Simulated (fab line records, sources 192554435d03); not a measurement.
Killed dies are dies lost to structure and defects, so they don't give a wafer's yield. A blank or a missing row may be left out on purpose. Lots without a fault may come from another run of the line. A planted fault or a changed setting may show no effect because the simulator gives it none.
A struck lot beside a sound one | flow n5_finfet | 16 steps out of a route of 1938
Sound: wafers L459.2, L459.3, L459.6. Struck: wafer L471.2. (L471.1 of the same lot was not struck and is left out.) The cause comes at the end.
At each step with rows: each side's tool, then ch and its chambers, then its first start. Under that, the readings that differ: sound wafers | struck wafers | difference of the means | sigmas: that difference in standard deviations of wafers without a fault.
alike: readings whose means differ by less than 2 such deviations, and words and numbers that are the same on both sides. not compared: withheld readings, readings that some wafer has no value for, bounds like >300 that may hide the same value, and numbers for which the record gives no deviation and whose values overlap.
The two part at a step that has a row with sigmas, a row that says differs or no value, or rows on one side only. Numbers that don't overlap but have no deviation are shown without sigmas and don't part them. A reading that every wafer of one side lacks parts them only if that side has two wafers or more.

first, 1 step without rows for these wafers: N5_SD_EPI_N_STRIP_47 (strips in CHF3/O2).
N5_SD_EPI_N_SD_RECESS_17: chemistry HBr/Cl2/O2, target depth 41 nm, time 23.7 s, bt time 3 s.
  sound on rie_si-04 ch 0,1,3, day 4 03:28; struck on rie_si-01 ch 0, day 6 23:37
  alike: drypump_motor_current_A, oes_product_au, throttle_valve_pct
  not compared: rf_hours_counter_h
N5_SD_EPI_N_STRIP_38: strips in N2/H2.
  sound on plasma_asher-02 ch 1, day 4 03:33; struck on plasma_asher-02 ch 1, day 6 23:43
  alike: drypump_motor_current_A, heater_power_w, oes_product_au
  not compared: rf_hours_counter_h
then, 4 steps without rows for these wafers: N5_SD_EPI_N_WET_ETCH_43 (etches SiO2 in dHF, time 14 s, target depth 1.5 nm); N5_SD_EPI_N_STRIP_18 (strips in SPM, time 750 s); N5_SD_EPI_N_SRD_20 (time 30 s); N5_SD_EPI_N_PRECLEAN_48 (cleans in NF3:NH3, afs cycles 2, time 20 s, sublimation time 60 s).
N5_SD_EPI_N_VAPOR_ETCH_50: etches Si in HCl, time 54 s.
  sound on epi_rpcvd-02 ch 0, day 4 04:25; struck on epi_rpcvd-04 ch 0, day 7 00:42
  reading            | sound          | struck | difference | sigmas
  lamp_inner_pct (%) | 21.4 21.4 21.3 | 20.1   | -1.3       | -3
  alike: throttle_valve_pct
then, 1 step without rows for these wafers: N5_SD_EPI_N_EPI_21 (deposits Si:P, time 690 s).
N5_SD_EPI_N_EPI_MEAS_23:
  sound on film_metro-02, day 4 06:54; struck on film_metro-01, day 7 04:03
  alike: thk_nm
then, 2 steps without rows for these wafers: N5_SD_EPI_N_PRECLEAN_24 (cleans in O3/DIW, time 60 s); N5_SD_EPI_N_SRD_25 (time 30 s).
N5_SD_EPI_N_PRECLEAN_49: cleans in NF3:NH3, afs cycles 1, time 20 s, sublimation time 60 s.
  sound on remote_plasma-01 ch 1, day 4 07:02; struck on remote_plasma-02 ch 0, day 7 04:09
  reading    | sound    | struck | difference | sigmas
  time_s (s) | 20 20 20 | 24.65  | +4.65      |
  alike: sublimation_temp_c
N5_SD_EPI_N_LINER_46: material SiNx, target thk 3 nm.
  sound on ald_sin-02 ch 0,2,3, day 4 08:05; struck on ald_sin-02 ch 3, day 7 04:25
  alike: heater_power_w
-- the record jumps here: 5 days lie between the struck wafers' starts before and after (it left off in module SD_EPI_N and takes up again in module BEOL_M4, whose first step shown is number 1111 of the route) --
N5_BEOL_M4_RC_MEAS_101:
  sound on prober-01 ch 0, day 9 06:51; struck on prober-01 ch 0, day 12 05:11
  alike: DIBL_N, DIBL_P, IOFF_N, IOFF_P, ION_N, ION_P, SS_N, SS_P, VT_N, VT_P
-- the record jumps here: 4 days lie between the struck wafers' starts before and after (it left off in module BEOL_M4 and takes up again in module PASSIVATION, whose first step shown is number 1936 of the route) --
N5_PASSIVATION_PROBE_49:
  sound on prober-02, day 13 18:02; struck on prober-01, day 16 13:26
  alike: defect_limited_yield, killed_at_M0_to_M3, killed_at_M4_up, killed_at_contacts, killed_at_front_end, killed_at_other, killed_dies, killed_on_rim, killed_open, killed_short, sort_bin_5_function, sort_bin_6_memory, sort_n_pass, sort_yield_pct

WHERE THEY PART
Only at N5_SD_EPI_N_VAPOR_ETCH_50, within this record. Later steps at which nothing parts them and some readings are alike: N5_SD_EPI_N_EPI_MEAS_23, N5_SD_EPI_N_PRECLEAN_49, N5_SD_EPI_N_LINER_46, N5_BEOL_M4_RC_MEAS_101, N5_PASSIVATION_PROBE_49.

WHY: what the simulator had put in
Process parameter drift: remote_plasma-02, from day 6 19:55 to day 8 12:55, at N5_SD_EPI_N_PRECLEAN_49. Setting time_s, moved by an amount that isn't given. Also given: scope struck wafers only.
